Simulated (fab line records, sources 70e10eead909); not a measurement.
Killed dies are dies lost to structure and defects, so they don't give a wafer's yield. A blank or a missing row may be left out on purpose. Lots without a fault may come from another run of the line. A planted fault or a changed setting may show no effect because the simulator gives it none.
fab line records | flow nand_harc
record lots=12 wafers=36 last_day=33
route steps=1302 shown A_CONTACT@1004
lots that met no fault: from a run of the same line without faults
start_h: hours from the record's first day to the start of the lot's first wafer shown | wait_h: hours since the lot's step before | " the same as in the row above | L1.1+2: a row that stands for several wafers | - no value, or no start given | * or withheld: withheld | < > ~ a bound
route shown NAME@n: a module of which the file shows steps, and the number in the route of the first | usual: mean/standard deviation of fault-free wafers | same: alike in all rows | chamber/n: place in a boat | sites: the reading at each site | _std_site: their standard deviation | _edge_site: outer sites' mean less inner sites' | radius_mm: how far each site lies from the wafer's centre | mask NAME#n: copy n | behind: the tool/chamber that last shaped the wafer | hold: why the lot was held/for how many hours/how that ended | device: the transistor (n, p or np) that didn't switch | end of line: the same wafers' tests at the end of the route | a step without rows: its recipe alone | killed: dies lost to structure and defects at the first sort, not the wafer's yield | map: a wafer's dies, x killed, . not, _ none there
set.NAME: the setting as run; set.NAME@STEP: as run at that earlier step | model.NAME: the simulator's own value behind a step, which no gauge read
steps of the route over a sample of lots; a table a step, a row a wafer
services: from which hour (start_h, from the record's first day; less than 0 if before it) a tool's chamber was out of use, for how many hours, and why
## steps
# step NHARC_A_CONTACT_ETCH_51
# recipe target_depth_a=70000 over_etch_frac=0.3 time_s=1820 ion_energy_ev=150 o2_flow_sccm=400 cos_flow_sccm=20 ar_flow_sccm=0 rf_w=500 bias_w=300 chemistry=O2/COS
# usual chamber_pressure_mTorr=20.001/0.018 drypump_motor_current_A=5.80/0.3 mfc_ar_sccm=0.002/0.0074 oes_product_au=1.001/0.014 rf_vpp_V=314.7/1.8 showerhead_plenum_p_Torr=3.16/0.11 throttle_valve_pct=28.329/0.0083
# columns lot.wafer tool chamber start_h wait_h chamber_pressure_mTorr drypump_motor_current_A mfc_ar_sccm oes_product_au rf_hours_counter_h rf_vpp_V showerhead_plenum_p_Torr throttle_valve_pct
L977.1 rie_diel-05 3 - - 20.003 5.69 0 1.008 18 314.7 3.24 28.330
L977.2 " 0 " " 20.013 5.71 0 1.015 16 312.8 3.14 28.333
L977.5 " 1 " " 20.013 6.00 0 0.980 - 316.4 3.17 28.319
L981.2 rie_diel-01 2 - - 20.056 5.87 0.027 0.993 59 317.2 3.31 28.329
L981.4 " 3 " " 19.986 5.67 0.002 0.999 60 315.9 3.29 28.339
L981.1 " 0 " " 20.012 4.74 0 1.007 51 312.4 3.10 28.339
L982.2 rie_diel-10 1 - - 20.001 5.74 0 1.031 33 312.1 3.12 28.320
L982.3 " 3 " " 20.045 5.95 0 1.000 41 315.8 3.20 28.321
L982.6 " 1 " " 20.024 5.77 0 1.015 - 313.8 3.12 28.333
L988.4 rie_diel-05 0 - - 19.998 5.70 0 1.000 5 313.6 3.13 28.326
L988.1 " 1 " " 20.017 5.98 0 0.980 5 315.2 3.16 28.322
L988.5 " 0 " " 19.999 5.71 0 0.997 - 314.9 3.13 28.332
L989.3 rie_diel-05 2 - - 19.999 6.01 0 1.013 8 311.8 2.97 28.344
L989.2 " 3 " " 20.001 5.70 0 0.989 8 316.4 3.23 28.347
L989.6 " 1 " " 20.018 6.00 0 0.967 - 315.5 3.16 28.332
L991.1 rie_diel-05 1 - - 20.040 6.01 0 0.974 13 314.4 3.15 28.322
L991.3 " 0 " " 20.042 5.70 0 0.990 14 315.4 3.13 28.328
L991.5 " 2 " " 19.999 6.10 0 0.997 - 311.6 2.97 28.333
L992.1 rie_diel-05 0 - - 20.011 5.70 0 1.009 15 314.0 3.13 28.325
L992.5 " 3 " " 20.021 5.70 0 0.982 - 316.1 3.23 28.328
L992.6 " 0 " " 19.999 5.71 0 0.997 - 315.2 3.13 28.317
L994.1 rie_diel-05 0 - - 19.997 5.70 0 0.982 21 314.2 3.13 28.340
L994.2 " 1 " " 20.001 5.98 0 0.988 20 314.6 3.15 28.340
L994.5 " 1 " " 20.003 5.98 0 0.970 - 314.9 3.15 28.347
L995.2 rie_diel-05 1 - - 20.005 6.00 0 0.992 22 315.0 3.15 28.333
L995.5 " 1 " " 19.965 5.95 0 0.990 - 314.2 3.15 28.333
L995.6 " 2 " " 20.011 6.06 0 1.013 - 313.0 2.97 28.322
L996.4 rie_diel-05 2 - - 19.980 6.12 0 1.017 22 312.8 2.97 28.341
L996.2 " 3 " " 20.000 5.71 0 0.982 23 315.9 3.22 28.347
L996.1 " 0 " " 19.968 5.70 0 1.001 26 314.4 3.12 28.348
L997.2 rie_diel-01 1 - - 20.009 6.14 0.000 1.018 49 312.2 3.03 28.340
L997.4 " 0 " " 19.957 4.75 0 1.013 50 313.4 3.08 28.310
L997.6 " 2 " " 19.984 5.83 0.027 0.992 - 315.9 3.29 28.322
L998.3 rie_diel-05 1 - - 20.018 6.00 0 0.974 25 314.1 3.15 28.328
L998.4 " 2 " " 19.979 6.12 0 1.005 27 313.6 2.96 28.322
L998.5 " 1 " " 20.019 5.98 0 0.982 - 315.2 3.15 28.325
# step NHARC_A_CONTACT_ETCH_111
# recipe source_w=withheld pressure_mtorr=20 bias_v=withheld time_s=140 target_depth_a=7000 ar_flow_sccm=withheld c4f8_flow_sccm=withheld o2_flow_sccm=withheld chemistry=C4F8/O2/Ar
# usual chamber_pressure_mTorr=20.000/0.019
# columns lot.wafer tool chamber start_h wait_h chamber_pressure_mTorr rf_hours_counter_h
L977.2 har_cap_etch-01 1 515.31 - 19.995 0
L977.1 " 0 " " 19.981 0
L977.5 " 0 " " 19.995 -
L981.1 har_cap_etch-01 1 548.43 - 20.020 8
L981.2 " 0 " " 19.973 8
L981.4 " 1 " " 20.002 -
L982.2 har_cap_etch-01 1 564.38 - 20.006 10
L982.3 " 0 " " 20.025 -
L982.6 " 0 " " 19.985 -
L988.1 har_cap_etch-03 0 608.46 - 20.024 62
L988.4 " 1 " " 20.017 -
L988.5 " 0 " " 20.020 -
L989.2 har_cap_etch-01 1 629.42 - 20.002 24
L989.3 " 1 " " 20.011 -
L989.6 " 0 " " 19.986 -
L991.1 har_cap_etch-01 1 651.11 - 20.008 28
L991.3 " 1 " " 20.027 -
L991.5 " 1 " " 19.977 -
L992.1 har_cap_etch-03 1 654.31 - 19.977 70
L992.6 " 0 " " 19.983 -
L992.5 " 1 " " 19.971 -
L994.2 har_cap_etch-03 0 683.33 - 19.959 74
L994.1 " 1 " " 20.004 74
L994.5 " 0 " " 19.972 -
L995.2 har_cap_etch-03 0 700.36 - 20.001 76
L995.6 " 1 " " 19.985 -
L995.5 " 0 " " 20.052 -
L996.2 har_cap_etch-01 0 701.53 - 19.997 35
L996.1 " 1 " " 20.000 35
L996.4 " 0 " " 20.018 -
L997.2 har_cap_etch-01 1 712.30 - 19.983 37
L997.4 " 1 " " 19.993 -
L997.6 " 1 " " 20.012 -
L998.3 har_cap_etch-02 0 718.59 - 20.021 -
L998.4 " 1 " " 19.997 -
L998.5 " 1 " " 19.986 -
# step NHARC_A_CONTACT_ETCH_118
# recipe source_w=withheld pressure_mtorr=20 bias_v=3000 time_s=190 target_depth_a=18500 ar_flow_sccm=withheld c4f8_flow_sccm=withheld o2_flow_sccm=withheld chemistry=C4F8/O2/Ar
# usual chamber_pressure_mTorr=20.004/0.017
# columns lot.wafer tool chamber start_h wait_h chamber_pressure_mTorr rf_hours_counter_h
L977.2 har_cap_etch-01 1 516.54 0.1 20.008 1
L977.1 " 0 " " 19.985 1
L977.5 " 0 " " 20.013 -
L981.1 har_cap_etch-01 1 549.65 0.1 16.012 9
L981.2 " 0 " " 16.010 9
L981.4 " 1 " " 16.044 -
L982.2 har_cap_etch-01 1 565.60 0.1 16.018 11
L982.3 " 0 " " 15.990 -
L982.6 " 0 " " 15.999 -
L988.1 har_cap_etch-03 0 609.68 0.1 20.029 63
L988.4 " 1 " " 20.002 -
L988.5 " 0 " " 19.997 -
L989.2 har_cap_etch-01 1 630.66 0.1 20.009 25
L989.3 " 1 " " 19.981 -
L989.6 " 0 " " 20.008 -
L991.1 har_cap_etch-01 1 652.34 0.1 19.997 29
L991.3 " 1 " " 19.984 -
L991.5 " 1 " " 19.974 -
L992.1 har_cap_etch-03 1 655.54 0.1 19.999 71
L992.6 " 0 " " 19.990 -
L992.5 " 1 " " 19.989 -
L994.2 har_cap_etch-03 0 684.55 0.1 20.006 75
L994.1 " 1 " " 20.017 75
L994.5 " 0 " " 20.025 -
L995.2 har_cap_etch-03 0 701.58 0.1 19.995 77
L995.6 " 1 " " 20.028 -
L995.5 " 0 " " 19.999 -
L996.2 har_cap_etch-01 0 702.75 0.1 20.006 36
L996.1 " 1 " " 20.014 36
L996.4 " 0 " " 19.997 -
L997.2 har_cap_etch-01 1 713.52 0.1 19.979 38
L997.4 " 1 " " 20.022 -
L997.6 " 1 " " 20.002 -
L998.3 har_cap_etch-02 0 719.81 0.1 19.987 -
L998.4 " 1 " " 20.007 -
L998.5 " 1 " " 20.017 -
# step NHARC_A_CONTACT_ETCH_121
# recipe source_w=withheld pressure_mtorr=20 bias_v=3000 time_s=190 target_depth_a=18500 ar_flow_sccm=withheld c4f8_flow_sccm=withheld o2_flow_sccm=withheld chemistry=C4F8/O2/Ar
# usual chamber_pressure_mTorr=20.001/0.019
# columns lot.wafer tool chamber start_h wait_h chamber_pressure_mTorr rf_hours_counter_h
L977.2 har_cap_etch-01 1 517.05 0.1 20.001 2
L977.1 " 0 " " 20.006 2
L977.5 " 0 " " 19.999 -
L981.1 har_cap_etch-01 1 550.16 0.1 19.995 10
L981.2 " 0 " " 19.992 10
L981.4 " 1 " " 20.036 -
L982.2 har_cap_etch-01 1 566.12 0.1 19.969 12
L982.3 " 0 " " 20.021 -
L982.6 " 0 " " 19.993 -
L988.1 har_cap_etch-03 0 610.20 0.1 20.018 64
L988.4 " 1 " " 19.984 -
L988.5 " 0 " " 20.009 -
L989.2 har_cap_etch-01 1 631.17 0.1 20.002 25
L989.3 " 1 " " 19.959 -
L989.6 " 0 " " 20.013 -
L991.1 har_cap_etch-01 1 652.86 0.1 20.017 29
L991.3 " 1 " " 19.986 -
L991.5 " 1 " " 19.992 -
L992.1 har_cap_etch-03 1 656.05 0.1 19.973 72
L992.6 " 0 " " 19.993 -
L992.5 " 1 " " 20.020 -
L994.2 har_cap_etch-03 0 685.06 0.1 20.009 75
L994.1 " 1 " " 20.025 75
L994.5 " 0 " " 19.994 -
L995.2 har_cap_etch-03 0 702.09 0.1 20.012 78
L995.6 " 1 " " 19.998 -
L995.5 " 0 " " 19.997 -
L996.2 har_cap_etch-01 0 703.27 0.1 20.022 36
L996.1 " 1 " " 19.978 36
L996.4 " 0 " " 19.975 -
L997.2 har_cap_etch-01 1 714.03 0.1 20.002 39
L997.4 " 1 " " 19.996 -
L997.6 " 1 " " 20.019 -
L998.3 har_cap_etch-02 0 720.32 0.1 19.999 -
L998.4 " 1 " " 19.997 -
L998.5 " 1 " " 19.991 -
## services
# columns tool chamber start_h hours kind
har_cap_etch-01 - 497.00 17.0 pm
har_cap_etch-01 0 497.00 17.0 vent_cycle
har_cap_etch-01 1 497.00 17.0 vent_cycle
rie_diel-10 0 498.78 5.2 repair
rie_diel-05 2 503.05 1.7 repair
har_cap_etch-01 0 514.00 - clean
har_cap_etch-01 0 514.00 - consumable_replace:focus_ring
har_cap_etch-01 1 514.00 - clean
rie_diel-05 0 514.10 - clean
rie_diel-05 1 514.10 - clean
rie_diel-05 2 514.10 - clean
rie_diel-05 3 514.10 - clean
rie_diel-05 0 538.86 - clean
rie_diel-10 0 539.17 2.1 repair
rie_diel-01 - 557.96 9.0 pm
rie_diel-05 - 584.22 9.0 pm
rie_diel-10 0 593.91 3.1 repair
rie_diel-10 - 599.96 9.0 pm
rie_diel-10 3 622.77 5.5 repair
rie_diel-01 3 636.36 2.6 repair
rie_diel-05 0 641.73 1.7 repair
rie_diel-01 3 676.46 1.4 repair
rie_diel-05 1 684.98 12.2 repair
rie_diel-10 0 710.45 4.6 repair
## key
first_sign step=NHARC_A_CONTACT_ETCH_118 reading=chamber_pressure_mTorr direction=down sigmas=99+ usual=20.004 struck=16.012
effect none on later readings
met_at NHARC_A_CONTACT_ETCH_118
struck_lots L981,L982
tester_left_out L981,L982
not_acting_at NHARC_A_CONTACT_ETCH_51,NHARC_A_CONTACT_ETCH_111,NHARC_A_CONTACT_ETCH_121
onset_between 516.54 549.65
fault kind=process_parameter_drift tool=har_cap_etch-01 chamber=- onset_h=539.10 steps=NHARC_A_CONTACT_ETCH_118 channel=pressure_mtorr offset=-4 shape=step end_h=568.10 acts_in=these_recipes_only stated=20
# tester_left_out: of these lots the tester's yield and bins aren't shown, on N5 and GAA mostly nor the transistor test; their killed dies are dies lost to structure and defects alone, not to doping, threshold or leakage, so they don't give the yield
